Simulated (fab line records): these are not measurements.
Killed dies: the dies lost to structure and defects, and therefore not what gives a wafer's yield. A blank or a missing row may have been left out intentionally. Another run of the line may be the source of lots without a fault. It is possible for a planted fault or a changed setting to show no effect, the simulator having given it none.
fab line records	flow n5-finfet
[record] lots = 24	wafers = 72	last-day = 18
route steps=1938 shown BEOL_M3@1020 BEOL_M4@1021
lots with no fault: from the same line, run without faults
start-h: start of the lot's first displayed wafer, in hours after the record's first day	wait-h: time in hours since the lot's previous step	" the same as in the row above	L1.1+2: a row that stands for several wafers	- either no value or no given start	* or withheld: withheld	< > ~ a bound
route shown NAME@n: names a module that has steps shown in the file, with the first one's number in the route	usual: mean/standard deviation of fault-free wafers	same: alike in all rows	chamber/n: place in a boat	sites: the reading at each site	_std_site: standard deviation across them	_edge_site: inner sites' mean taken away from outer sites' mean	radius-mm: for every site, how far away it sits from the centre of the wafer	mask NAME#n: copy n	behind: the most recent tool/chamber to have shaped the wafer	hold: why the lot was held/for how many hours/how that ended	device: names the non-switching transistor (n, p or np)	end of line: at the end of the route, the tests of the same wafers	a step without rows: its recipe alone	killed: at the first sort, the dies lost to defects and structure; wafer yield is something else	map: a wafer's dies, x killed, . not, _ none there
set.NAME: the setting the step ran with; set.NAME@STEP: the setting that earlier step ran with	model.NAME: the simulator's own value behind a step, which no gauge read
route steps across a sampled set of lots; one table per step, one row per wafer
services: when a tool's chamber went out of use (start-h, in hours from the record's first day, below 0 if earlier), for how many hours, and the reason
[[steps]]
[step N5_BEOL_M3_INSPECT_59]
[recipe] inspect-instrument = darkfield	mode = post-dep
[usual] raw-defect-count = 81/26
lot.wafer	tool	chamber	start-h	wait-h	raw-defect-count
L074.1	defect-inspect-01	-	152.51	0.0	72
L074.4	"	-	"	"	57
L074.5	"	-	"	"	61
L076.1	defect-inspect-02	-	170.21	0.0	113
L076.3	"	-	"	"	124
L076.5	"	-	"	"	146
L075.3	defect-inspect-02	-	176.88	0.0	119
L075.5	"	-	"	"	106
L075.6	"	-	"	"	122
L078.1	defect-inspect-02	-	193.56	0.0	91
L078.4	"	-	"	"	115
L078.5	"	-	"	"	98
L077.1	defect-inspect-01	-	205.21	0.0	57
L077.5	"	-	"	"	82
L077.6	"	-	"	"	43
L079.2	defect-inspect-01	-	214.65	0.0	111
L079.4	"	-	"	"	83
L079.6	"	-	"	"	98
L083.1	defect-inspect-02	-	221.78	0.0	120
L083.2	"	-	"	"	69
L083.5	"	-	"	"	96
L081.1	defect-inspect-02	-	222.91	0.0	93
L081.2	"	-	"	"	57
L081.5	"	-	"	"	71
L080.1	defect-inspect-01	-	227.60	0.0	92
L080.2	"	-	"	"	62
L080.5	"	-	"	"	118
L084.1	defect-inspect-02	-	233.29	0.0	58
L084.4	"	-	"	"	51
L084.5	"	-	"	"	68
L085.2	defect-inspect-01	-	237.48	0.0	33
L085.5	"	-	"	"	60
L085.6	"	-	"	"	49
L082.2	defect-inspect-02	-	239.40	0.0	97
L082.4	"	-	"	"	102
L082.5	"	-	"	"	72
L087.3	defect-inspect-01	-	239.95	0.0	49
L087.5	"	-	"	"	39
L087.6	"	-	"	"	60
L086.1	defect-inspect-01	-	244.65	0.0	101
L086.3	"	-	"	"	53
L086.4	"	-	"	"	114
L090.1	defect-inspect-02	-	255.51	0.0	147
L090.4	"	-	"	"	133
L090.5	"	-	"	"	87
L088.1	defect-inspect-02	-	258.07	0.0	47
L088.2	"	-	"	"	60
L088.3	"	-	"	"	64
L089.1	defect-inspect-02	-	268.72	0.0	73
L089.4	"	-	"	"	59
L089.6	"	-	"	"	70
L091.1	defect-inspect-02	-	276.01	0.3	57
L091.4	"	-	"	"	81
L091.5	"	-	"	"	34
L092.1	defect-inspect-02	-	279.49	0.0	125
L092.4	"	-	"	"	88
L092.5	"	-	"	"	124
L093.1	defect-inspect-01	-	286.53	0.0	76
L093.4	"	-	"	"	91
L093.6	"	-	"	"	81
L096.1	defect-inspect-02	-	292.58	0.0	86
L096.3	"	-	"	"	113
L096.5	"	-	"	"	64
L095.3	defect-inspect-02	-	294.20	0.0	115
L095.5	"	-	"	"	90
L095.6	"	-	"	"	78
L094.1	defect-inspect-01	-	294.56	0.0	84
L094.5	"	-	"	"	56
L094.6	"	-	"	"	85
L097.2	defect-inspect-02	-	307.77	0.0	118
L097.4	"	-	"	"	92
L097.6	"	-	"	"	72
[step N5_BEOL_M4_ILD_DEP_00]
[recipe] material = SiOC	target-thk-a = 790	temp-c = 350	precursor = DEMS/O2	pressure-torr = 5	rf-w = 500	time-s = 15.3
[usual] heater-power-w = 433/57	showerhead-plenum-p-Torr = 5.692/0.02	showerhead-vpp-V = 1387/61	throttle-valve-pct = 12.1/0.78
lot.wafer	tool	chamber	start-h	wait-h	heater-power-w	showerhead-plenum-p-Torr	showerhead-vpp-V	throttle-valve-pct
L074.1	pecvd-04	2	152.55	0.0	349	5.688	1332	14.0
L074.4	"	2	"	"	360	5.709	1324	14.2
L074.5	"	1	"	"	329	5.696	1363	11.9
L076.1	pecvd-04	1	170.26	0.0	362	5.690	1378	11.9
L076.3	"	2	"	"	357	5.669	1308	14.3
L076.5	"	0	"	"	409	5.658	1491	12.6
L075.3	pecvd-02	0	176.91	0.0	461	5.698	1302	12.3
L075.5	"	1	"	"	505	5.712	1356	12.3
L075.6	"	0	"	"	477	5.695	1349	12.2
L078.1	pecvd-04	0	193.60	0.0	425	5.660	1454	12.4
L078.4	"	1	"	"	414	5.690	1380	12.0
L078.5	"	0	"	"	440	5.646	1482	12.3
L077.1	pecvd-02	0	205.25	0.0	511	5.691	1320	12.2
L077.5	"	0	"	"	535	5.691	1310	12.3
L077.6	"	1	"	"	425	5.700	1344	12.5
L079.2	pecvd-02	1	214.69	0.0	417	5.710	1341	12.6
L079.4	"	2	"	"	475	5.699	1470	12.4
L079.6	"	1	"	"	421	5.717	1351	12.8
L083.1	pecvd-03	1	221.82	0.0	383	5.705	1402	11.8
L083.2	"	0	"	"	517	5.714	1399	13.2
L083.5	"	0	"	"	522	5.715	1393	13.2
L081.1	pecvd-02	1	222.95	0.0	467	5.712	1343	12.6
L081.2	"	0	"	"	488	5.693	1345	12.1
L081.5	"	2	"	"	512	5.686	1490	12.5
L080.1	pecvd-02	0	227.63	0.0	524	5.677	1315	12.3
L080.2	"	1	"	"	430	5.709	1381	12.5
L080.5	"	0	"	"	504	5.684	1305	12.1
L084.1	pecvd-02	2	233.33	0.0	437	5.702	1476	12.4
L084.4	"	1	"	"	423	5.726	1367	12.5
L084.5	"	0	"	"	511	5.688	1311	12.0
L085.2	pecvd-03	2	237.52	0.0	472	5.679	1432	10.7
L085.5	"	0	"	"	464	5.711	1394	13.4
L085.6	"	1	"	"	452	5.721	1397	12.1
L082.2	pecvd-03	2	239.44	0.0	386	5.695	1431	10.8
L082.4	"	2	"	"	392	5.687	1413	10.7
L082.5	"	0	"	"	504	5.709	1384	13.3
L087.3	pecvd-02	2	239.98	0.0	444	5.714	1468	12.3
L087.5	"	2	"	"	463	5.718	1456	12.4
L087.6	"	0	"	"	475	5.687	1308	12.1
L086.1	pecvd-04	1	244.68	0.0	401	5.712	1384	12.0
L086.3	"	0	"	"	403	5.627	1464	12.4
L086.4	"	2	"	"	338	5.676	1302	10.7
L090.1	pecvd-03	2	255.54	0.0	452	5.695	1428	11.1
L090.4	"	1	"	"	415	5.705	1392	11.7
L090.5	"	2	"	"	460	5.693	1432	11.0
L088.1	pecvd-04	1	258.10	0.0	356	5.697	1364	11.7
L088.2	"	2	"	"	390	5.683	1311	10.6
L088.3	"	0	"	"	427	5.640	1484	12.4
L089.1	pecvd-04	1	268.75	0.0	389	5.704	1371	12.1
L089.4	"	1	"	"	401	5.692	1377	11.7
L089.6	"	2	"	"	360	5.692	1333	10.3
L091.1	pecvd-04	2	276.05	0.0	343	5.698	1338	10.6
L091.4	"	1	"	"	364	5.698	1347	12.1
L091.5	"	0	"	"	424	5.657	1467	12.6
L092.1	pecvd-04	0	279.53	0.0	399	5.649	1481	12.7
L092.4	"	1	"	"	329	5.684	1375	11.7
L092.5	"	0	"	"	390	5.647	1454	12.4
L093.1	pecvd-04	2	286.57	0.0	389	5.685	1331	10.8
L093.4	"	2	"	"	385	5.686	1325	10.8
L093.6	"	1	"	"	380	5.707	1357	11.8
L096.1	pecvd-02	2	292.62	0.0	510	5.716	1463	12.7
L096.3	"	2	"	"	514	5.701	1466	12.3
L096.5	"	0	"	"	523	5.682	1327	11.9
L095.3	pecvd-02	2	294.25	0.1	447	5.714	1452	12.5
L095.5	"	2	"	"	446	5.699	1452	12.4
L095.6	"	0	"	"	464	5.684	1331	11.9
L094.1	pecvd-04	0	294.59	0.0	401	5.654	1460	12.3
L094.5	"	0	"	"	402	5.652	1479	12.4
L094.6	"	1	"	"	376	5.697	1371	11.9
L097.2	pecvd-02	0	307.80	0.0	497	5.694	1332	12.3
L097.4	"	0	"	"	508	5.685	1292	12.2
L097.6	"	1	"	"	451	5.701	1346	12.4
[step N5_BEOL_M4_HM_OPEN_17]
[recipe] chemistry = Cl2/BCl3	target-depth-a = 200	overetch-a = 60	target = TiN	mask-material = SOC	ion-energy-ev = 150	pressure-mtorr = 10	icp-w = 1000	bias-w = 126	Cl2_flow_sccm = 53.25	bcl3-flow-sccm = 21.75	Ar_flow_sccm = 25
[usual] drypump-motor-current-A = 6.0/0.38	he-backside-leak-sccm = 3.5/0.31	mfc-cl2-sccm = 53.25/0.16	oes-product-au = 0.64/0.07	throttle-valve-pct = 22.03/0.16
lot.wafer	tool	chamber	start-h	wait-h	drypump-motor-current-A	he-backside-leak-sccm	mfc-cl2-sccm	oes-product-au	rf-hours-counter-h	throttle-valve-pct
L074.1	rie-metal-01	0	157.79	0.0	5.8	3.7	53.07	0.78	9	21.92
L074.4	"	1	"	"	5.3	3.2	53.33	0.67	-	21.88
L074.5	"	0	"	"	5.8	3.7	53.21	0.78	-	21.89
L076.1	rie-metal-03	0	171.72	0.0	6.1	3.7	53.20	0.57	91	22.29
L076.3	"	0	"	"	6.1	3.7	53.31	0.57	-	22.30
L076.5	"	1	"	"	5.9	3.4	53.45	0.72	-	21.95
L075.3	rie-metal-01	0	178.15	0.1	5.7	3.4	53.49	0.77	-	21.90
L075.5	"	1	"	"	5.3	3.2	53.71	0.66	-	21.85
L075.6	"	0	"	"	5.7	3.4	53.43	0.78	-	21.90
L078.1	rie-metal-02	1	194.99	0.0	6.3	3.3	53.29	0.65	51	21.93
L078.4	"	1	"	"	6.3	3.5	53.52	0.65	-	21.93
L078.5	"	1	"	"	6.3	3.5	53.47	0.64	-	21.94
L077.1	rie-metal-02	1	208.54	0.0	6.4	3.7	53.10	0.64	52	21.94
L077.5	"	0	"	"	6.5	3.4	53.14	0.60	-	21.96
L077.6	"	1	"	"	6.3	3.9	53.21	0.64	-	21.92
L079.2	rie-metal-03	1	216.02	0.0	5.9	3.2	53.33	0.71	22	21.96
L079.4	"	1	"	"	6.0	3.2	53.41	0.72	-	21.96
L079.6	"	0	"	"	6.1	3.6	53.37	0.57	-	22.32
L083.1	rie-metal-03	1	223.60	0.0	5.9	3.4	53.10	0.71	23	21.96
L083.2	"	0	"	"	6.1	3.6	53.42	0.56	94	22.31
L083.5	"	0	"	"	6.1	3.6	53.17	0.56	-	22.32
L081.1	rie-metal-01	1	225.42	0.0	5.3	3.3	53.24	0.65	47	21.87
L081.2	"	0	"	"	5.7	3.5	53.39	0.75	16	21.91
L081.5	"	1	"	"	5.3	3.1	53.22	0.65	-	21.88
L080.1	rie-metal-02	1	228.87	0.0	6.3	3.6	53.29	0.63	55	21.95
L080.2	"	0	"	"	6.5	3.3	53.51	0.58	76	21.97
L080.5	"	0	"	"	6.5	3.3	53.45	0.59	-	21.99
L084.1	rie-metal-01	1	234.97	0.0	5.3	3.1	53.14	0.65	48	21.86
L084.4	"	1	"	"	5.3	3.3	52.98	0.65	-	21.86
L084.5	"	1	"	"	5.3	3.1	53.19	0.65	-	21.89
L085.2	rie-metal-03	0	239.85	0.1	6.1	3.7	53.21	0.56	-	22.29
L085.5	"	0	"	"	6.1	3.7	53.09	0.56	-	22.31
L085.6	"	0	"	"	6.2	3.7	53.22	0.56	-	22.30
L082.2	rie-metal-01	0	240.52	0.0	5.7	3.3	53.28	0.74	17	21.94
L082.4	"	0	"	"	5.8	3.4	53.02	0.75	-	21.92
L082.5	"	1	"	"	5.3	3.0	53.12	0.64	-	21.87
L087.3	rie-metal-01	0	244.57	0.1	5.8	3.4	53.25	0.76	-	21.92
L087.5	"	1	"	"	5.3	3.4	52.95	0.65	-	21.87
L087.6	"	0	"	"	5.7	3.7	53.52	0.74	-	21.91
L086.1	rie-metal-03	0	246.52	0.0	6.1	3.7	53.20	0.57	96	22.30
L086.3	"	0	"	"	6.1	3.6	53.19	0.57	-	22.28
L086.4	"	0	"	"	6.1	3.7	53.20	0.56	-	22.29
L090.1	rie-metal-03	0	257.76	0.0	6.1	3.7	53.23	0.56	97	22.31
L090.4	"	0	"	"	6.1	3.7	53.22	0.57	-	22.32
L090.5	"	0	"	"	6.1	3.8	53.12	0.56	-	22.34
L088.1	rie-metal-01	1	260.46	0.0	5.3	3.3	53.47	0.64	51	21.87
L088.2	"	0	"	"	5.7	3.6	53.09	0.74	19	21.92
L088.3	"	1	"	"	5.3	3.2	53.48	0.64	-	21.87
L089.1	rie-metal-03	0	270.98	0.0	6.0	3.7	53.31	0.56	98	22.31
L089.4	"	0	"	"	6.1	3.7	53.20	0.56	-	22.30
L089.6	"	0	"	"	6.1	3.6	53.15	0.56	-	22.33
L091.1	rie-metal-03	1	277.19	0.0	6.0	3.2	53.11	0.70	26	21.96
L091.4	"	0	"	"	6.2	3.5	53.21	0.55	-	22.32
L091.5	"	1	"	"	6.0	3.3	53.13	0.70	-	21.96
L092.1	rie-metal-03	0	281.41	0.0	6.1	3.7	53.25	0.55	98	22.30
L092.4	"	1	"	"	5.9	3.3	53.40	0.70	-	21.98
L092.5	"	0	"	"	6.2	3.7	53.26	0.55	-	22.30
L093.1	rie-metal-02	1	289.88	0.0	6.3	3.8	53.23	0.63	61	21.95
L093.4	"	1	"	"	6.3	3.6	53.35	0.62	-	21.94
L093.6	"	1	"	"	6.3	3.7	53.35	0.63	-	21.93
L096.1	rie-metal-03	0	294.46	0.0	6.1	3.6	53.30	0.56	99	22.31
L096.3	"	0	"	"	6.1	3.6	53.26	0.56	-	22.30
L096.5	"	1	"	"	6.0	3.2	53.30	0.70	-	21.99
L095.3	rie-metal-02	1	296.30	0.1	6.3	3.8	53.11	0.61	-	21.98
L095.5	"	0	"	"	6.5	3.2	53.09	0.58	-	22.02
L095.6	"	1	"	"	6.3	3.8	53.20	0.62	-	21.99
L094.1	rie-metal-02	1	296.76	0.0	6.3	3.5	53.33	0.61	61	21.95
L094.5	"	0	"	"	6.4	5.8	53.20	0.58	-	22.00
L094.6	"	1	"	"	6.3	3.8	53.31	0.62	-	21.98
L097.2	rie-metal-01	0	309.29	0.0	5.8	3.4	53.23	0.73	23	21.95
L097.4	"	0	"	"	5.7	3.6	53.40	0.73	-	21.94
L097.6	"	1	"	"	5.3	3.3	53.17	0.63	-	21.89
[step N5_BEOL_M4_CD_MEAS_18]
[recipe] pitch-nm = 36	target-cd-nm = 18
[usual] cd-nm = 17.9/0.3
lot.wafer	tool	chamber	start-h	wait-h	cd-nm
L074.1	cd-sem-02	-	158.03	0.0	17.4
L074.4	"	-	"	"	17.5
L074.5	"	-	"	"	17.8
L076.1	cd-sem-01	-	171.91	0.0	17.4
L076.3	"	-	"	"	18.1
L076.5	"	-	"	"	17.8
L075.3	cd-sem-02	-	178.31	0.1	17.8
L075.5	"	-	"	"	18.2
L075.6	"	-	"	"	17.9
L078.1	cd-sem-02	-	195.18	0.0	17.9
L078.4	"	-	"	"	17.6
L078.5	"	-	"	"	17.6
L077.1	cd-sem-02	-	208.72	0.0	17.7
L077.5	"	-	"	"	17.5
L077.6	"	-	"	"	18.6
L079.2	cd-sem-01	-	216.29	0.1	17.5
L079.4	"	-	"	"	17.6
L079.6	"	-	"	"	17.8
L083.1	cd-sem-02	-	223.78	0.0	17.9
L083.2	"	-	"	"	18.1
L083.5	"	-	"	"	18.4
L081.1	cd-sem-02	-	225.70	0.0	17.8
L081.2	"	-	"	"	18.3
L081.5	"	-	"	"	18.0
L080.1	cd-sem-01	-	229.05	0.0	17.9
L080.2	"	-	"	"	18.1
L080.5	"	-	"	"	18.1
L084.1	cd-sem-02	-	235.17	0.0	18.3
L084.4	"	-	"	"	18.3
L084.5	"	-	"	"	18.1
L085.2	cd-sem-02	-	240.10	0.1	17.7
L085.5	"	-	"	"	18.0
L085.6	"	-	"	"	17.9
L082.2	cd-sem-02	-	240.71	0.1	18.0
L082.4	"	-	"	"	18.0
L082.5	"	-	"	"	17.5
L087.3	cd-sem-01	-	244.73	0.1	17.7
L087.5	"	-	"	"	18.1
L087.6	"	-	"	"	17.9
L086.1	cd-sem-01	-	246.79	0.0	18.0
L086.3	"	-	"	"	18.1
L086.4	"	-	"	"	17.3
L090.1	cd-sem-02	-	257.94	0.0	17.4
L090.4	"	-	"	"	18.1
L090.5	"	-	"	"	17.8
L088.1	cd-sem-03	-	260.65	0.0	18.2
L088.2	"	-	"	"	18.1
L088.3	"	-	"	"	18.0
L089.1	cd-sem-01	-	271.16	0.0	18.1
L089.4	"	-	"	"	17.6
L089.6	"	-	"	"	18.2
L091.1	cd-sem-02	-	277.37	0.0	18.2
L091.4	"	-	"	"	17.4
L091.5	"	-	"	"	18.1
L092.1	cd-sem-03	-	281.60	0.0	18.6
L092.4	"	-	"	"	17.9
L092.5	"	-	"	"	17.8
L093.1	cd-sem-01	-	290.12	0.0	18.3
L093.4	"	-	"	"	18.3
L093.6	"	-	"	"	18.0
L096.1	cd-sem-03	-	294.64	0.0	18.3
L096.3	"	-	"	"	17.6
L096.5	"	-	"	"	18.0
L095.3	cd-sem-03	-	296.50	0.1	18.1
L095.5	"	-	"	"	18.0
L095.6	"	-	"	"	18.1
L094.1	cd-sem-02	-	296.94	0.0	18.1
L094.5	"	-	"	"	18.0
L094.6	"	-	"	"	18.0
L097.2	cd-sem-03	-	309.47	0.1	17.9
L097.4	"	-	"	"	17.9
L097.6	"	-	"	"	18.4
[step N5_BEOL_M4_ETCH_41]
[recipe] chemistry = CH3F/O2	target = SiCN	target-depth-a = 299	taper-deg = 2	time-s = 52.5	ion-energy-ev = 120	mask-material = TiN	pressure-mtorr = 30	source-w = 395	bias-w = 75	Ar_flow_sccm = 150	CH3F_flow_sccm = 30	O2_flow_sccm = 20
[usual] CH3F_flow_sccm = 30.00/0.091	drypump-motor-current-A = 5.7/0.35	oes-product-au = 0.79/0.077	rf-vpp-V = 297.6/1.6	showerhead-plenum-p-Torr = 2.02/0.07	throttle-valve-pct = 16.35/0.29
lot.wafer	tool	chamber	start-h	wait-h	CH3F_flow_sccm	drypump-motor-current-A	oes-product-au	rf-hours-counter-h	rf-vpp-V	showerhead-plenum-p-Torr	throttle-valve-pct
L074.1	rie-diel-03	1	-	-	30.12	5.8	0.88	29	301.0	2.13	15.98
L074.4	"	2	"	"	30.03	5.6	0.79	102	298.5	2.10	16.42
L074.5	"	2	"	"	29.97	5.6	0.79	-	297.7	2.10	16.43
L076.1	rie-diel-03	1	-	-	30.04	5.8	0.89	35	299.8	2.13	16.00
L076.3	"	2	"	"	29.93	5.6	0.80	108	299.4	2.10	16.46
L076.5	"	2	"	"	29.97	5.6	0.79	-	298.9	2.10	16.43
L075.3	rie-diel-01	0	-	-	30.00	5.5	0.88	39	297.5	1.96	16.56
L075.5	"	2	"	"	30.05	5.8	0.72	-	298.7	2.07	16.52
L075.6	"	1	"	"	30.13	5.5	0.80	-	297.5	2.01	15.97
L078.1	rie-diel-03	2	-	-	30.00	5.7	0.78	114	300.7	2.10	16.44
L078.4	"	0	"	"	29.96	6.0	0.70	231	297.6	2.06	16.66
L078.5	"	0	"	"	30.03	6.0	0.70	-	298.5	2.06	16.66
L077.1	rie-diel-01	1	-	-	30.00	5.5	0.81	118	298.2	2.01	15.99
L077.5	"	1	"	"	30.14	5.5	0.81	-	296.8	2.01	15.98
L077.6	"	0	"	"	30.06	5.5	0.87	-	295.4	1.96	16.57
L079.2	rie-diel-03	3	-	-	30.01	5.1	0.68	236	294.6	1.90	16.58
L079.4	"	1	"	"	30.08	5.8	0.86	50	299.3	2.12	16.03
L079.6	"	1	"	"	30.06	5.8	0.85	-	302.2	2.12	16.03
L083.1	rie-diel-06	2	-	-	29.95	6.8	0.73	194	295.9	1.99	16.84
L083.2	"	1	"	"	30.22	5.8	0.80	97	295.8	1.94	16.57
L083.5	"	1	"	"	30.07	5.8	0.81	-	295.7	1.93	16.57
L081.1	rie-diel-01	2	-	-	30.00	5.9	0.71	204	298.8	2.07	16.54
L081.2	"	3	"	"	29.95	6.1	0.89	22	297.0	1.95	15.84
L081.5	"	2	"	"	30.09	5.9	0.71	-	298.9	2.07	16.54
L080.1	rie-diel-03	0	-	-	30.01	6.0	0.70	239	297.8	2.06	16.68
L080.2	"	3	"	"	30.16	5.1	0.69	238	295.4	1.90	16.58
L080.5	"	2	"	"	29.97	5.7	0.79	-	298.7	2.09	16.47
L082.2	rie-diel-01	0	-	-	30.02	5.4	0.85	56	296.2	1.95	16.59
L082.4	"	1	"	"	29.95	5.5	0.79	131	297.3	2.01	16.01
L082.5	"	1	"	"	30.00	5.5	0.79	-	297.8	2.01	16.00
L087.3	rie-diel-01	3	-	-	29.93	6.1	0.88	28	296.3	1.95	15.85
L087.5	"	3	"	"	29.93	6.1	0.88	-	295.3	1.95	15.85
L087.6	"	2	"	"	30.02	5.9	0.71	-	297.2	2.06	16.55
L084.1	rie-diel-03	1	-	-	29.94	5.8	0.86	56	299.2	2.12	16.03
L084.4	"	0	"	"	30.02	6.0	0.69	245	298.7	2.05	16.69
L084.5	"	3	"	"	29.97	5.1	0.68	-	295.5	1.89	16.60
L085.2	rie-diel-01	2	-	-	29.90	5.8	0.70	216	299.4	2.06	16.55
L085.5	"	0	"	"	30.05	5.5	0.84	-	298.1	1.95	16.61
L085.6	"	3	"	"	30.03	6.1	0.87	-	296.7	1.95	15.89
L086.1	rie-diel-01	2	-	-	30.16	5.8	0.70	216	298.5	2.06	16.57
L086.3	"	1	"	"	30.22	5.5	0.78	136	296.8	2.01	16.02
L086.4	"	3	"	"	30.08	6.1	0.87	34	296.5	1.95	15.87
L090.1	rie-diel-06	0	-	-	29.95	5.7	0.74	167	297.1	2.00	16.43
L090.4	"	3	"	"	29.91	5.4	0.82	-	298.1	2.01	16.23
L090.5	"	0	"	"	29.78	5.8	0.74	-	296.8	2.00	16.46
L088.1	rie-diel-03	2	-	-	30.02	5.6	0.77	139	298.0	2.09	16.51
L088.2	"	1	"	"	29.84	5.8	0.85	67	300.7	2.12	16.06
L088.3	"	3	"	"	30.00	5.1	0.68	250	294.3	1.89	16.61
L089.1	rie-diel-01	0	-	-	30.01	5.5	0.84	69	296.3	1.95	16.63
L089.4	"	1	"	"	30.04	5.5	0.78	142	295.9	2.00	16.02
L089.6	"	1	"	"	30.01	5.5	0.79	-	297.5	2.00	16.03
L092.1	rie-diel-01	2	-	-	30.01	5.9	0.70	226	299.1	2.06	16.57
L092.4	"	0	"	"	30.00	5.5	0.83	73	296.2	1.95	16.63
L092.5	"	0	"	"	30.09	5.5	0.83	-	295.4	1.95	16.63
L091.1	rie-diel-03	1	-	-	29.89	5.8	0.83	75	301.1	2.11	16.07
L091.4	"	0	"	"	30.04	6.0	0.99	-	298.8	2.05	16.26
L091.5	"	2	"	"	29.82	5.7	0.76	-	298.0	2.08	16.52
L093.1	rie-diel-06	1	-	-	29.95	5.8	0.79	116	297.2	1.93	16.62
L093.4	"	3	"	"	29.95	5.4	0.79	129	296.6	2.01	16.22
L093.6	"	1	"	"	29.90	5.8	0.78	-	297.1	1.93	16.60
L096.1	rie-diel-03	3	-	-	29.90	5.1	1.01	1	300.6	2.14	16.12
L096.3	"	0	"	"	30.14	6.0	0.97	8	298.2	2.05	16.27
L096.5	"	2	"	"	29.96	5.6	0.76	-	298.8	2.08	16.54
L094.1	rie-diel-01	1	-	-	29.90	5.5	0.78	150	296.3	2.00	16.04
L094.5	"	3	"	"	29.93	6.1	0.85	-	296.9	1.94	15.90
L094.6	"	2	"	"	29.95	5.9	0.70	-	298.7	2.06	16.57
L095.3	rie-diel-01	2	-	-	29.98	5.9	0.69	232	298.5	2.06	16.58
L095.5	"	3	"	"	29.92	6.1	0.85	-	297.5	1.94	15.91
L095.6	"	2	"	"	29.97	5.9	0.70	-	298.3	2.06	16.61
L097.2	rie-diel-03	0	-	-	30.08	6.0	0.95	16	297.2	2.05	16.25
L097.4	"	2	"	"	30.10	5.6	0.76	158	297.3	2.08	16.54
L097.6	"	0	"	"	29.88	6.0	0.96	-	298.2	2.05	16.29
[step N5_BEOL_M4_RS_MEAS_58]
[recipe] thk-meas-gauge = four-point-probe	reads = Co_of_BEOL_M4_CO_CAP_55+Cu_of_BEOL_M4_ECD_50+Co_of_BEOL_M4_CVD_47+TaN_of_BEOL_M4_ALD_84
[usual] M4_RS = 0.670/0.026
lot.wafer	tool	chamber	start-h	wait-h	M4_RS[ohm/sq]
L074.1	film-metro-01	-	170.30	0.0	0.676
L074.4	"	-	"	"	0.668
L074.5	"	-	"	"	0.643
L076.1	film-metro-01	-	187.83	0.0	0.703
L076.3	"	-	"	"	0.690
L076.5	"	-	"	"	0.708
L075.3	film-metro-01	-	203.00	0.1	0.684
L075.5	"	-	"	"	0.669
L075.6	"	-	"	"	0.672
L078.1	film-metro-02	-	208.95	0.0	0.668
L078.4	"	-	"	"	0.679
L078.5	"	-	"	"	0.674
L077.1	film-metro-01	-	215.58	0.0	0.612
L077.5	"	-	"	"	0.644
L077.6	"	-	"	"	0.636
L079.2	film-metro-01	-	231.30	0.1	0.680
L079.4	"	-	"	"	0.673
L079.6	"	-	"	"	0.657
L083.1	film-metro-02	-	231.83	0.0	0.709
L083.2	"	-	"	"	0.644
L083.5	"	-	"	"	0.671
L081.1	film-metro-02	-	234.44	0.0	0.678
L081.2	"	-	"	"	0.713
L081.5	"	-	"	"	0.691
L080.1	film-metro-01	-	234.82	0.0	0.684
L080.2	"	-	"	"	0.684
L080.5	"	-	"	"	0.706
L082.2	film-metro-01	-	247.87	0.1	0.657
L082.4	"	-	"	"	0.652
L082.5	"	-	"	"	0.662
L084.1	film-metro-02	-	251.17	0.0	0.705
L084.4	"	-	"	"	0.677
L084.5	"	-	"	"	0.695
L087.3	film-metro-01	-	251.88	0.1	0.649
L087.5	"	-	"	"	0.642
L087.6	"	-	"	"	0.641
L085.2	film-metro-02	-	263.62	0.1	0.682
L085.5	"	-	"	"	0.672
L085.6	"	-	"	"	0.676
L086.1	film-metro-01	-	269.38	0.1	0.660
L086.3	"	-	"	"	0.644
L086.4	"	-	"	"	0.638
L090.1	film-metro-02	-	273.95	0.0	0.666
L090.4	"	-	"	"	0.662
L090.5	"	-	"	"	0.689
L088.1	film-metro-02	-	276.84	0.0	0.682
L088.2	"	-	"	"	0.700
L088.3	"	-	"	"	0.714
L089.1	film-metro-01	-	284.66	0.0	0.692
L089.4	"	-	"	"	0.644
L089.6	"	-	"	"	0.685
L091.1	film-metro-01	-	299.59	0.0	0.662
L091.4	"	-	"	"	0.675
L091.5	"	-	"	"	0.700
L092.1	film-metro-02	-	299.70	0.0	0.685
L092.4	"	-	"	"	0.654
L092.5	"	-	"	"	0.663
L093.1	film-metro-01	-	300.36	0.0	0.672
L093.4	"	-	"	"	0.687
L093.6	"	-	"	"	0.633
L096.1	film-metro-02	-	307.14	0.0	0.668
L096.3	"	-	"	"	0.652
L096.5	"	-	"	"	0.669
L094.1	film-metro-01	-	308.93	0.0	0.616
L094.5	"	-	"	"	0.616
L094.6	"	-	"	"	0.649
L095.3	film-metro-02	-	314.99	0.1	0.681
L095.5	"	-	"	"	0.638
L095.6	"	-	"	"	0.645
L097.2	film-metro-02	-	331.61	0.1	0.647
L097.4	"	-	"	"	0.707
L097.6	"	-	"	"	0.654
[[services]]
tool	chamber	start-h	hours	kind
rie-diel-01	3	137.44	-	clean
rie-diel-01	3	137.44	-	consumable-replace:focus-ring
rie-diel-01	3	137.44	23.2	scheduled-down
rie-diel-01	3	137.44	23.2	vent-cycle
pecvd-02	0	142.29	5.6	repair
pecvd-03	-	165.20	5.5	pm
pecvd-04	0	172.54	2.1	scheduled-down
rie-diel-06	-	174.50	0.2	repair
pecvd-03	2	188.00	18.4	repair
rie-diel-03	1	191.39	1.3	repair
pecvd-03	-	205.57	2.8	pm
pecvd-04	-	229.84	4.3	pm
pecvd-04	-	236.77	3.5	repair
rie-metal-03	1	239.02	11.6	repair
rie-diel-01	1	247.05	2.6	repair
rie-diel-03	3	247.54	9.3	repair
pecvd-04	-	257.15	0.9	repair
rie-metal-03	-	258.26	0.4	repair
rie-diel-03	-	267.25	1.6	repair
pecvd-02	1	291.17	6.9	repair
pecvd-04	-	292.11	1.9	repair
rie-metal-01	0	302.31	5.3	repair
pecvd-03	2	307.31	8.5	repair
pecvd-03	-	318.67	1.6	repair
[[key]]
fault none
